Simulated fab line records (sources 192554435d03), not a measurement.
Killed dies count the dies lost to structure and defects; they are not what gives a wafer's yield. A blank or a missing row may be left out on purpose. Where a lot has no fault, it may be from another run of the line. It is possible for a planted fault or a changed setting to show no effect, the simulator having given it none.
Lot-split experiment || flow n5Finfet || 39 wafers read from 7 lots, route of 1938 steps

== ON THE SPLIT ==
At N5_SD_EPI_P_EPI_21 (deposits SiGe:B, time 355 s), the setting epiGrowthTimeS was moved away from the recipe's 355 s on 15 of the 39 wafers read, by +24.2% to +46.2%. The other wafers ran this setting at the recipe's value.

== BETWEEN THE SPLIT AND THE READING: the file shows 1 step in between ==
- N5_SD_EPI_P_EPI_MEAS_23

== THE READING ==
SiGe-B_of_SD_EPI_P_EPI_21.thkNm (the simulator's own value, which no gauge read), in nm, at N5_SD_EPI_P_HM_STRIP_48 (strips SiNx in H3PO4, material SiNx, target depth 3 nm). The file gives no usual value for it. The 24 wafers here that ran the recipe average 60.6 nm, standard deviation 0.99 nm.

{"wafer": "L076.1", "tool, chamber at the split": "epiRpcvd-04, 0", "epiGrowthTimeS as run, s": 500.3, "against the recipe": "+40.9%", "SiGe-B_of_SD_EPI_P_EPI_21.thkNm, nm": 77.6, "against lot-mates on the recipe": "+16.4"}
{"wafer": "L076.2", "tool, chamber at the split": "epiRpcvd-04, 0", "epiGrowthTimeS as run, s": 355, "against the recipe": "recipe", "SiGe-B_of_SD_EPI_P_EPI_21.thkNm, nm": 61.2, "against lot-mates on the recipe": "-"}
{"wafer": "L076.4", "tool, chamber at the split": "epiRpcvd-04, 0", "epiGrowthTimeS as run, s": 355, "against the recipe": "recipe", "SiGe-B_of_SD_EPI_P_EPI_21.thkNm, nm": 61.2, "against lot-mates on the recipe": "-"}
{"wafer": "L076.5", "tool, chamber at the split": "epiRpcvd-04, 0", "epiGrowthTimeS as run, s": 355, "against the recipe": "recipe", "SiGe-B_of_SD_EPI_P_EPI_21.thkNm, nm": 61.2, "against lot-mates on the recipe": "-"}
{"wafer": "L076.3", "tool, chamber at the split": "epiRpcvd-04, 0", "epiGrowthTimeS as run, s": 500.3, "against the recipe": "+40.9%", "SiGe-B_of_SD_EPI_P_EPI_21.thkNm, nm": 76.6, "against lot-mates on the recipe": "+15.4"}
{"wafer": "L076.6", "tool, chamber at the split": "epiRpcvd-04, 0", "epiGrowthTimeS as run, s": 500.3, "against the recipe": "+40.9%", "SiGe-B_of_SD_EPI_P_EPI_21.thkNm, nm": 77.8, "against lot-mates on the recipe": "+16.6"}
{"wafer": "L077.1", "tool, chamber at the split": "epiRpcvd-01, 0", "epiGrowthTimeS as run, s": 355, "against the recipe": "recipe", "SiGe-B_of_SD_EPI_P_EPI_21.thkNm, nm": 61.6, "against lot-mates on the recipe": "-"}
{"wafer": "L077.2", "tool, chamber at the split": "epiRpcvd-01, 0", "epiGrowthTimeS as run, s": 355, "against the recipe": "recipe", "SiGe-B_of_SD_EPI_P_EPI_21.thkNm, nm": 61.4, "against lot-mates on the recipe": "-"}
{"wafer": "L077.6", "tool, chamber at the split": "epiRpcvd-01, 0", "epiGrowthTimeS as run, s": 355, "against the recipe": "recipe", "SiGe-B_of_SD_EPI_P_EPI_21.thkNm, nm": 61.4, "against lot-mates on the recipe": "-"}
{"wafer": "L077.3", "tool, chamber at the split": "epiRpcvd-01, 0", "epiGrowthTimeS as run, s": 355, "against the recipe": "recipe", "SiGe-B_of_SD_EPI_P_EPI_21.thkNm, nm": 61.2, "against lot-mates on the recipe": "-"}
{"wafer": "L077.4", "tool, chamber at the split": "epiRpcvd-01, 0", "epiGrowthTimeS as run, s": 355, "against the recipe": "recipe", "SiGe-B_of_SD_EPI_P_EPI_21.thkNm, nm": 62.2, "against lot-mates on the recipe": "-"}
{"wafer": "L077.5", "tool, chamber at the split": "epiRpcvd-01, 0", "epiGrowthTimeS as run, s": 355, "against the recipe": "recipe", "SiGe-B_of_SD_EPI_P_EPI_21.thkNm, nm": 61, "against lot-mates on the recipe": "-"}
{"wafer": "L079.2", "tool, chamber at the split": "epiRpcvd-01, 0", "epiGrowthTimeS as run, s": 355, "against the recipe": "recipe", "SiGe-B_of_SD_EPI_P_EPI_21.thkNm, nm": 58.8, "against lot-mates on the recipe": "-"}
{"wafer": "L079.3", "tool, chamber at the split": "epiRpcvd-01, 0", "epiGrowthTimeS as run, s": 355, "against the recipe": "recipe", "SiGe-B_of_SD_EPI_P_EPI_21.thkNm, nm": 59, "against lot-mates on the recipe": "-"}
{"wafer": "L079.5", "tool, chamber at the split": "epiRpcvd-01, 0", "epiGrowthTimeS as run, s": 355, "against the recipe": "recipe", "SiGe-B_of_SD_EPI_P_EPI_21.thkNm, nm": 59, "against lot-mates on the recipe": "-"}
{"wafer": "L080.1", "tool, chamber at the split": "epiRpcvd-01, 0", "epiGrowthTimeS as run, s": 355, "against the recipe": "recipe", "SiGe-B_of_SD_EPI_P_EPI_21.thkNm, nm": 59.4, "against lot-mates on the recipe": "-"}
{"wafer": "L080.2", "tool, chamber at the split": "epiRpcvd-01, 0", "epiGrowthTimeS as run, s": 440.9, "against the recipe": "+24.2%", "SiGe-B_of_SD_EPI_P_EPI_21.thkNm, nm": 69.6, "against lot-mates on the recipe": "+10.2"}
{"wafer": "L080.3", "tool, chamber at the split": "epiRpcvd-01, 0", "epiGrowthTimeS as run, s": 355, "against the recipe": "recipe", "SiGe-B_of_SD_EPI_P_EPI_21.thkNm, nm": 59, "against lot-mates on the recipe": "-"}
{"wafer": "L080.4", "tool, chamber at the split": "epiRpcvd-01, 0", "epiGrowthTimeS as run, s": 355, "against the recipe": "recipe", "SiGe-B_of_SD_EPI_P_EPI_21.thkNm, nm": 59.8, "against lot-mates on the recipe": "-"}
{"wafer": "L080.5", "tool, chamber at the split": "epiRpcvd-01, 0", "epiGrowthTimeS as run, s": 440.9, "against the recipe": "+24.2%", "SiGe-B_of_SD_EPI_P_EPI_21.thkNm, nm": 70, "against lot-mates on the recipe": "+10.6"}
{"wafer": "L080.6", "tool, chamber at the split": "epiRpcvd-01, 0", "epiGrowthTimeS as run, s": 440.9, "against the recipe": "+24.2%", "SiGe-B_of_SD_EPI_P_EPI_21.thkNm, nm": 68.4, "against lot-mates on the recipe": "+9.0"}
{"wafer": "L082.1", "tool, chamber at the split": "epiRpcvd-02, 0", "epiGrowthTimeS as run, s": 515, "against the recipe": "+45.1%", "SiGe-B_of_SD_EPI_P_EPI_21.thkNm, nm": 78.8, "against lot-mates on the recipe": "+18.3"}
{"wafer": "L082.2", "tool, chamber at the split": "epiRpcvd-02, 0", "epiGrowthTimeS as run, s": 515, "against the recipe": "+45.1%", "SiGe-B_of_SD_EPI_P_EPI_21.thkNm, nm": 78.4, "against lot-mates on the recipe": "+17.9"}
{"wafer": "L082.3", "tool, chamber at the split": "epiRpcvd-02, 0", "epiGrowthTimeS as run, s": 355, "against the recipe": "recipe", "SiGe-B_of_SD_EPI_P_EPI_21.thkNm, nm": 60, "against lot-mates on the recipe": "-"}
{"wafer": "L082.4", "tool, chamber at the split": "epiRpcvd-02, 0", "epiGrowthTimeS as run, s": 355, "against the recipe": "recipe", "SiGe-B_of_SD_EPI_P_EPI_21.thkNm, nm": 60.6, "against lot-mates on the recipe": "-"}
{"wafer": "L082.5", "tool, chamber at the split": "epiRpcvd-02, 0", "epiGrowthTimeS as run, s": 355, "against the recipe": "recipe", "SiGe-B_of_SD_EPI_P_EPI_21.thkNm, nm": 61, "against lot-mates on the recipe": "-"}
{"wafer": "L082.6", "tool, chamber at the split": "epiRpcvd-02, 0", "epiGrowthTimeS as run, s": 515, "against the recipe": "+45.1%", "SiGe-B_of_SD_EPI_P_EPI_21.thkNm, nm": 79, "against lot-mates on the recipe": "+18.5"}
{"wafer": "L083.1", "tool, chamber at the split": "epiRpcvd-01, 0", "epiGrowthTimeS as run, s": 450.1, "against the recipe": "+26.8%", "SiGe-B_of_SD_EPI_P_EPI_21.thkNm, nm": 71, "against lot-mates on the recipe": "+10.9"}
{"wafer": "L083.2", "tool, chamber at the split": "epiRpcvd-01, 0", "epiGrowthTimeS as run, s": 450.1, "against the recipe": "+26.8%", "SiGe-B_of_SD_EPI_P_EPI_21.thkNm, nm": 71.4, "against lot-mates on the recipe": "+11.3"}
{"wafer": "L083.3", "tool, chamber at the split": "epiRpcvd-01, 0", "epiGrowthTimeS as run, s": 355, "against the recipe": "recipe", "SiGe-B_of_SD_EPI_P_EPI_21.thkNm, nm": 60.6, "against lot-mates on the recipe": "-"}
{"wafer": "L083.4", "tool, chamber at the split": "epiRpcvd-01, 0", "epiGrowthTimeS as run, s": 355, "against the recipe": "recipe", "SiGe-B_of_SD_EPI_P_EPI_21.thkNm, nm": 60, "against lot-mates on the recipe": "-"}
{"wafer": "L083.5", "tool, chamber at the split": "epiRpcvd-01, 0", "epiGrowthTimeS as run, s": 450.1, "against the recipe": "+26.8%", "SiGe-B_of_SD_EPI_P_EPI_21.thkNm, nm": 71.2, "against lot-mates on the recipe": "+11.1"}
{"wafer": "L083.6", "tool, chamber at the split": "epiRpcvd-01, 0", "epiGrowthTimeS as run, s": 355, "against the recipe": "recipe", "SiGe-B_of_SD_EPI_P_EPI_21.thkNm, nm": 59.8, "against lot-mates on the recipe": "-"}
{"wafer": "L097.1", "tool, chamber at the split": "epiRpcvd-02, 0", "epiGrowthTimeS as run, s": 519, "against the recipe": "+46.2%", "SiGe-B_of_SD_EPI_P_EPI_21.thkNm, nm": 81.2, "against lot-mates on the recipe": "+19.7"}
{"wafer": "L097.2", "tool, chamber at the split": "epiRpcvd-02, 0", "epiGrowthTimeS as run, s": 519, "against the recipe": "+46.2%", "SiGe-B_of_SD_EPI_P_EPI_21.thkNm, nm": 79.8, "against lot-mates on the recipe": "+18.3"}
{"wafer": "L097.4", "tool, chamber at the split": "epiRpcvd-02, 0", "epiGrowthTimeS as run, s": 519, "against the recipe": "+46.2%", "SiGe-B_of_SD_EPI_P_EPI_21.thkNm, nm": 79.8, "against lot-mates on the recipe": "+18.3"}
{"wafer": "L097.3", "tool, chamber at the split": "epiRpcvd-02, 0", "epiGrowthTimeS as run, s": 355, "against the recipe": "recipe", "SiGe-B_of_SD_EPI_P_EPI_21.thkNm, nm": 62, "against lot-mates on the recipe": "-"}
{"wafer": "L097.5", "tool, chamber at the split": "epiRpcvd-02, 0", "epiGrowthTimeS as run, s": 355, "against the recipe": "recipe", "SiGe-B_of_SD_EPI_P_EPI_21.thkNm, nm": 61.4, "against lot-mates on the recipe": "-"}
{"wafer": "L097.6", "tool, chamber at the split": "epiRpcvd-02, 0", "epiGrowthTimeS as run, s": 355, "against the recipe": "recipe", "SiGe-B_of_SD_EPI_P_EPI_21.thkNm, nm": 61, "against lot-mates on the recipe": "-"}

FIT RESULTS
A straight line over all 39 wafers: SiGe-B_of_SD_EPI_P_EPI_21.thkNm changes by +0.409 nm for each +1% of epiGrowthTimeS; r = +0.99; the points scatter about the line by 0.95 nm.
The same after taking each lot's own level away (the mean of its wafers on the recipe; 39 wafers): +0.404 nm for each +1%; r = +1.00; scatter 0.44 nm.
That fit puts the effect of the largest move of epiGrowthTimeS on the reading at 19 nm.
Across the lots, their own levels run from 58.93 to 61.47 nm, a range of 2.5 times the standard deviation given above.
The two slopes agree, so the slope changes little with the lot-to-lot level.
Check: +18.5 nm against its lot-mates is what the line predicts for one of the wafers moved furthest among these (+46.2%) when that wafer is left out of the fit. It came out at +19.7 nm against them.

== OTHER SPLITS APPLIED TO THESE WAFERS ==
Other splits were also applied to these wafers ahead of the reading. Each is held against what the fit with the lots' levels taken away leaves over:
{"other split on the same wafers": "N5_ZERO_LAYER_DEVELOP_10 developTimeS", "wafers away from the commonest value": 9, "r with SiGe-B_of_SD_EPI_P_EPI_21.thkNm (lot level and that fit taken away)": "+0.18"}
{"other split on the same wafers": "N5_FIN_SAQP_ETCH_65 timeS", "wafers away from the commonest value": 15, "r with SiGe-B_of_SD_EPI_P_EPI_21.thkNm (lot level and that fit taken away)": "+0.06"}

== THE WHOLE CHAIN: every reading that the file lists as answering this split, in the file's order ==
{"step": "N5_SD_EPI_P_EPI_21", "what it does": "deposits SiGe:B, time 355 s", "reading": "SiGe-B_of_SD_EPI_P_EPI_21.thkNm (the simulator's own value, which no gauge read)", "change (the file's fit)": "+0.406 nm for each +1% of the setting", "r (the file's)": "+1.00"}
{"step": "N5_SD_EPI_P_EPI_MEAS_23", "what it does": "", "reading": "thkNm", "change (the file's fit)": "withheld for each +1% of the setting", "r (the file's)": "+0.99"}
{"step": "N5_SD_EPI_P_HM_STRIP_48", "what it does": "strips SiNx in H3PO4, material SiNx, target depth 3 nm", "reading": "SiGe-B_of_SD_EPI_P_EPI_21.thkNm (the simulator's own value, which no gauge read)", "change (the file's fit)": "+0.404 nm for each +1% of the setting", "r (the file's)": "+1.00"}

== THE FILE'S OWN FIT ==
SiGe-B_of_SD_EPI_P_EPI_21.thkNm changes by +0.404 nm for each +1% of epiGrowthTimeS, r = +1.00.
